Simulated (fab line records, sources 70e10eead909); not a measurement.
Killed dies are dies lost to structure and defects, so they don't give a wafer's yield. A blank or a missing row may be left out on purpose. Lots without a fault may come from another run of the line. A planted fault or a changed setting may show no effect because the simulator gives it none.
Which tool did it? | flow nand_harc | 24 lots, 72 wafers sampled, at 4 steps of a route of 1302

WHAT THE GAUGES READ, wafer by wafer
NHARC_A_ONON_D2_THK_MEAS_18: measures by ellipsometry.
lot  | measured     | on            | thk_nm (nm)
L074 | day 12 07:52 | film_metro-02 | 1016 1017 1017
L075 | day 13 01:37 | film_metro-02 | 1003 1003 1004
L076 | day 13 15:02 | film_metro-01 | 1012 1011 1012
L077 | day 13 20:58 | film_metro-01 | 1002 1000 1001
L078 | day 14 10:06 | film_metro-02 | 1015 1014 1013
L079 | day 15 00:27 | film_metro-01 | 990 988 991
L080 | day 15 12:44 | film_metro-01 | 994 994 993
L082 | day 15 22:11 | film_metro-01 | 1016 1016 1015
L081 | day 15 22:11 | film_metro-02 | 989 991 989
L083 | day 17 00:38 | film_metro-01 | 995 996 995
L084 | day 17 08:22 | film_metro-02 | 1001 1001 1001
L085 | day 17 08:22 | film_metro-01 | 987 990 988
L086 | day 18 00:19 | film_metro-02 | 1003 1003 1004
L088 | day 18 18:51 | film_metro-02 | 1006 1007 1009
L087 | day 18 18:51 | film_metro-01 | 1000 1000 1001
L089 | day 19 06:46 | film_metro-02 | 998 1001 1001
L090 | day 19 06:46 | film_metro-01 | 1011 1012 1010
L091 | day 19 22:18 | film_metro-02 | 998 998 997
L092 | day 20 10:21 | film_metro-02 | 1002 1002 1001
L093 | day 20 10:21 | film_metro-01 | 1000 999 996
L094 | day 20 21:27 | film_metro-02 | 1007 1009 1009
L095 | day 21 04:47 | film_metro-01 | 998 998 999
L096 | day 22 04:28 | film_metro-02 | 1007 1005 1005
L097 | day 22 04:28 | film_metro-01 | 995 995 995

NHARC_A_CHANNEL_HOLE_D2_CD_MEAS_10: target cd 100 nm.
lot  | measured     | on        | cd_nm (nm)
L074 | day 12 13:39 | cd_sem-03 | 99.9 100.4 100.6
L075 | day 13 07:08 | cd_sem-02 | 100.2 100.3 99.6
L076 | day 14 00:33 | cd_sem-02 | 99.1 99.8 99.8
L077 | day 14 08:42 | cd_sem-01 | 100.2 101.2 100.6
L078 | day 14 16:55 | cd_sem-02 | 101.2 100.3 100.9
L079 | day 15 07:32 | cd_sem-01 | 100.1 99.7 99.9
L080 | day 15 19:22 | cd_sem-01 | 99.8 100.2 99.9
L082 | day 16 07:10 | cd_sem-03 | 99.6 99.6 99.8
L081 | day 16 05:40 | cd_sem-02 | 100.9 100.5 101.4
L083 | day 17 06:10 | cd_sem-01 | 100.4 101.3 101.0
L084 | day 17 15:24 | cd_sem-01 | 99.1 100.4 99.9
L085 | day 17 15:04 | cd_sem-03 | 100.3 99.6 99.8
L086 | day 18 05:42 | cd_sem-03 | 100.3 100.1 100.1
L088 | day 19 10:53 | cd_sem-02 | 100.5 100.1 100.2
L087 | day 19 11:03 | cd_sem-03 | 100.4 100.3 100.3
L089 | day 19 15:17 | cd_sem-02 | 100.1 100.4 100.3
L090 | day 19 15:28 | cd_sem-01 | 100.5 101.3 100.7
L091 | day 20 06:26 | cd_sem-02 | 99.5 99.1 98.9
L092 | day 20 15:56 | cd_sem-01 | 101.0 101.0 100.7
L093 | day 20 16:58 | cd_sem-01 | 100.1 100.5 100.7
L094 | day 21 04:05 | cd_sem-02 | 100.7 99.8 100.5
L095 | day 21 12:21 | cd_sem-01 | 100.4 100.9 100.0
L096 | day 22 09:53 | cd_sem-02 | 100.1 100.7 100.0
L097 | day 22 10:19 | cd_sem-03 | 100.1 100.3 99.8

WHICH TOOL RAN EACH LOT (tool, then ch and the chambers of the sampled wafers, then the start)
lot  | NHARC_A_CHANNEL_FILL_D1_ETCHBACK_20 | NHARC_A_CHANNEL_FILL_D1_CMP_10
L074 | rie_diel-10 ch 0,1,2, day 9 10:07   | cmp-04 ch 0,1,2, day 10 09:23
L075 | rie_diel-11 ch 1,2, day 10 03:17    | cmp-04 ch 1,2, day 11 02:23
L076 | rie_diel-11 ch 0,1,2, day 10 15:04  | cmp-01 ch 1,2,3, day 11 16:44
L077 | rie_diel-09 ch 0,2,3, day 11 01:58  | cmp-02 ch 0,2,3, day 12 01:10
L078 | rie_diel-09 ch 1,2,3, day 11 13:13  | cmp-02 ch 1,2,3, day 12 12:39
L079 | rie_diel-09 ch 1,2, day 12 00:22    | cmp-02 ch 1,2,3, day 12 23:42
L080 | rie_diel-10 ch 0,3, day 12 08:32    | cmp-01 ch 2,3, day 13 08:38
L082 | rie_diel-10 ch 1,2, day 13 01:53    | cmp-01 ch 0,1,2, day 14 01:09
L081 | rie_diel-09 ch 1,2,3, day 13 01:54  | cmp-04 ch 1,2, day 14 01:07
L083 | rie_diel-09 ch 1,2, day 13 21:23    | cmp-02 ch 1,2,3, day 14 23:08
L084 | rie_diel-10 ch 0,1, day 14 10:34    | cmp-04 ch 0,3, day 15 09:39
L085 | rie_diel-11 ch 1,2,3, day 14 10:35  | cmp-01 ch 1,2,3, day 15 09:40
L086 | rie_diel-11 ch 0,1,3, day 14 23:25  | cmp-02 ch 0,2,3, day 15 23:26
L088 | rie_diel-11 ch 1,2, day 15 20:47    | cmp-01 ch 0,2,3, day 16 20:04
L087 | rie_diel-09 ch 1,2,3, day 15 20:47  | cmp-02 ch 0,2,3, day 16 20:02
L089 | rie_diel-09 ch 0,1,2, day 16 05:57  | cmp-04 ch 0,2,3, day 17 06:17
L090 | rie_diel-09 ch 1,2,3, day 16 10:14  | cmp-01 ch 0,2,3, day 17 06:16
L091 | rie_diel-10 ch 0,3, day 16 21:52    | cmp-01 ch 1,2,3, day 17 21:20
L092 | rie_diel-10 ch 0,2,3, day 17 09:41  | cmp-04 ch 0,1,3, day 18 09:01
L093 | rie_diel-09 ch 1,2,3, day 17 12:51  | cmp-01 ch 0,1,2, day 18 09:00
L094 | rie_diel-11 ch 1,2,3, day 18 00:48  | cmp-04 ch 0,1,3, day 19 00:18
L095 | rie_diel-09 ch 1,2, day 18 09:13    | cmp-04 ch 2,3, day 19 09:19
L096 | rie_diel-10 ch 0,1, day 19 02:32    | cmp-02 ch 0,1,2, day 20 01:53
L097 | rie_diel-10 ch 0,2, day 19 06:32    | cmp-04 ch 0,1, day 20 05:43
- NHARC_A_CHANNEL_FILL_D1_ETCHBACK_20: etches the open film in C4F8/O2/Ar, target depth 27 nm, time 13.5 s.
- NHARC_A_CHANNEL_FILL_D1_CMP_10: polishes, target thk 150 nm.

WHAT THE TOOLS THEMSELVES READ (means of the sampled wafers that have a number; where no wafer has one, the mark that the record gives instead)
NHARC_A_CHANNEL_FILL_D1_ETCHBACK_20.
lot  | tool        | oes_product_au (a.u.) | rf_vpp_V (V)
L074 | rie_diel-10 | 0.92                  | 978
L075 | rie_diel-11 | 0.92                  | 983
L076 | rie_diel-11 | 0.93                  | 981
L077 | rie_diel-09 | 0.92                  | 983
L078 | rie_diel-09 | 0.99                  | 981
L079 | rie_diel-09 | 0.94                  | 982
L080 | rie_diel-10 | 1.01                  | 974
L082 | rie_diel-10 | 1.00                  | 979
L081 | rie_diel-09 | 0.93                  | 981
L083 | rie_diel-09 | 0.93                  | 984
L084 | rie_diel-10 | 1.00                  | 974
L085 | rie_diel-11 | 1.01                  | 980
L086 | rie_diel-11 | 1.01                  | 978
L088 | rie_diel-11 | 0.92                  | 983
L087 | rie_diel-09 | 0.98                  | 981
L089 | rie_diel-09 | 1.01                  | 983
L090 | rie_diel-09 | 1.00                  | 981
L091 | rie_diel-10 | 0.99                  | 972
L092 | rie_diel-10 | 0.93                  | 977
L093 | rie_diel-09 | 1.00                  | 981
L094 | rie_diel-11 | 0.93                  | 981
L095 | rie_diel-09 | 0.94                  | 983
L096 | rie_diel-10 | 1.00                  | 975
L097 | rie_diel-10 | 1.01                  | 978

NHARC_A_CHANNEL_FILL_D1_CMP_10.
lot  | tool   | motor_current_A (A) | pad_life_wafers | time_to_endpoint_s (s)
L074 | cmp-04 | 11.9                | 44              | 16.1
L075 | cmp-04 | 11.6                | 108             | 14.5
L076 | cmp-01 | 10.9                | 265             | 17.6
L077 | cmp-02 | 12.0                | 98              | 14.8
L078 | cmp-02 | 12.3                | 146             | 12.4
L079 | cmp-02 | 12.2                | 183             | 11.8
L080 | cmp-01 | 10.7                | 44              | 16.5
L082 | cmp-01 | 11.2                | 122             | 16.6
L081 | cmp-04 | 11.4                | 8               | 12.0
L083 | cmp-02 | 12.1                | 2               | 11.9
L084 | cmp-04 | 13.0                | 114             | 16.0
L085 | cmp-01 | 11.3                | 248             | 17.8
L086 | cmp-02 | 12.3                | 98              | 14.1
L088 | cmp-01 | 11.0                | 387             | 16.3
L087 | cmp-02 | 12.5                | 164             | 18.5
L089 | cmp-04 | 12.5                | 296             | 14.4
L090 | cmp-01 | 10.6                | 14              | 16.5
L091 | cmp-01 | 10.7                | 67              | 19.6
L092 | cmp-04 | 12.9                | 44              | 15.5
L093 | cmp-01 | 11.1                | 128             | 14.6
L094 | cmp-04 | 13.0                | 104             | 17.0
L095 | cmp-04 | 12.2                | 122             | 15.5
L096 | cmp-02 | 11.8                | 50              | 15.3
L097 | cmp-04 | 12.1                | 198             | 18.0

THE ANSWER, worked out from the rows above alone
Rule: what is usual is taken from the lots themselves. Put in order of their means at a reading, lots are off if they are a third of the lots or fewer, leave a main group of 4 or more, and stand apart from it by a gap of 3 or more times the standard deviation of the main group's means; of several such gaps the widest counts. A main group whose means are all the same, to the digits that the tables above print for the reading, isn't used. A lot without any number at a reading at which 4 lots or more have one is off too. The other lots that the step has rows for count as sound. The gauges are gone through in route order, then the tools' own readings, and for those a lot's mean is taken as printed above. The first step at which some lot is off is used, and at that step the reading that is off furthest; a lot without a number counts as furthest.
No lot is off at any reading shown: from this, nothing can be told.

WHAT THE SIMULATOR HAD PUT IN
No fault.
